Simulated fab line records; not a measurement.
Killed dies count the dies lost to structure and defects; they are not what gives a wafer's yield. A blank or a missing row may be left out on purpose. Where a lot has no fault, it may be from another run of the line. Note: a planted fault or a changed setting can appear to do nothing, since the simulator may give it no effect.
Matching of chambers | flow n5-finfet | 4 sister chambers for N5_SD_EPI_N_ETCHBACK_44 on rie-diel-01
The step etches SiNx in CH3F/O2, stops on SiO2, target depth 14.5 nm. 4 wafers are shown with their chamber, then 11 later ones without.

WAFERS WITH THEIR CHAMBER
wafer  | chamber | drypump-motor-current-A (A)
L083.3 | 3       | 5.2
L083.6 | 1       | 5.9
L087.5 | 0       | 5.1
L091.1 | 2       | 6.1

WAFERS WITHOUT THEIR CHAMBER
wafer  | drypump-motor-current-A (A)
L091.3 | 5.1
L091.6 | 5.2
L093.3 | 6.0
L093.5 | 5.2
L093.6 | 5.2
L095.1 | 5.2
L095.2 | 5.2
L095.4 | 6.1
L096.4 | 5.3
L096.5 | 5.2
L096.6 | 5.3

CHAMBER TAKEN BY EACH
wafer  | from the rows above     | in truth
L091.3 | can't be placed: 0 or 3 | 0
L091.6 | can't be placed: 3 or 0 | 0
L093.3 | can't be placed: 1 or 2 | 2
L093.5 | can't be placed: 3 or 0 | 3
L093.6 | can't be placed: 3 or 0 | 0
L095.1 | can't be placed: 3 or 0 | 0
L095.2 | can't be placed: 3 or 0 | 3
L095.4 | 2                       | 2
L096.4 | can't be placed: 3 or 0 | 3
L096.5 | can't be placed: 3 or 0 | 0
L096.6 | can't be placed: 3 or 0 | 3
Correctly placed: 1 of 11. Unplaceable from these rows: 10, with the true chamber sitting among the candidates in 10. 0 placed wrongly.
How it was worked out, from the rows above alone: a wafer's distance from a chamber is the root of the sum, over the readings, of the square of ((its reading less the chamber's mean) divided by the reading's scatter). If the next closest chamber is less than 2 further off than the closest, the wafer can't be placed; otherwise it belongs to the closest. Each chamber's mean is taken over the wafers shown for it. The scatter: root of mean squared gap, hidden wafer to nearest shown wafer, with one shown wafer a chamber.
